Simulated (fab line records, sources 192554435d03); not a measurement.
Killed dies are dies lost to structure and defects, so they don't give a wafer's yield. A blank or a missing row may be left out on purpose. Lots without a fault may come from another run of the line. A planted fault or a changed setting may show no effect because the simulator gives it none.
Chamber matching | flow n5_finfet | N5_BEOL_M4_CO_CAP_55 on cvd_co-02: 3 sister chambers
The step material Co, precursor CCTBA/H2, target thk 2 nm, time 102.1 s. 6 wafers are shown with their chamber, then 10 later ones without.

WAFERS WITH THEIR CHAMBER
wafer  | chamber | heater_power_w (W)
L082.6 | 0       | 239
L085.2 | 1       | 252
L085.5 | 1       | 249
L085.6 | 2       | 225
L086.1 | 2       | 219
L086.2 | 0       | 237

WAFERS WITHOUT THEIR CHAMBER
wafer  | heater_power_w (W)
L086.5 | 252
L087.2 | 228
L087.4 | 233
L087.6 | 253
L089.2 | 231
L089.4 | 248
L089.6 | 228
L096.1 | 239
L096.4 | 237
L096.5 | 230

WHICH CHAMBER EACH WENT THROUGH
wafer  | from the rows above     | in truth
L086.5 | 1                       | 1
L087.2 | can't be placed: 2 or 0 | 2
L087.4 | 0                       | 0
L087.6 | 1                       | 1
L089.2 | can't be placed: 0 or 2 | 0
L089.4 | 1                       | 1
L089.6 | can't be placed: 2 or 0 | 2
L096.1 | 0                       | 0
L096.4 | 0                       | 0
L096.5 | can't be placed: 0 or 2 | 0
Placed correctly: 6 of 10. Can't be placed from these rows: 4 (the true chamber is among the candidates in 4). Placed wrongly: 0.
How it was worked out, from the rows above alone: a wafer's distance from a chamber is the root of the sum, over the readings, of the square of ((its reading less the chamber's mean) divided by the reading's scatter). The wafer belongs to the nearest chamber; if the next one is less than 2 further off, it can't be placed. A chamber's mean is the mean of its shown wafers. The scatter: the root of (the sum of the squares of (reading less its chamber's mean) over the shown wafers, divided by (wafers less chambers)).
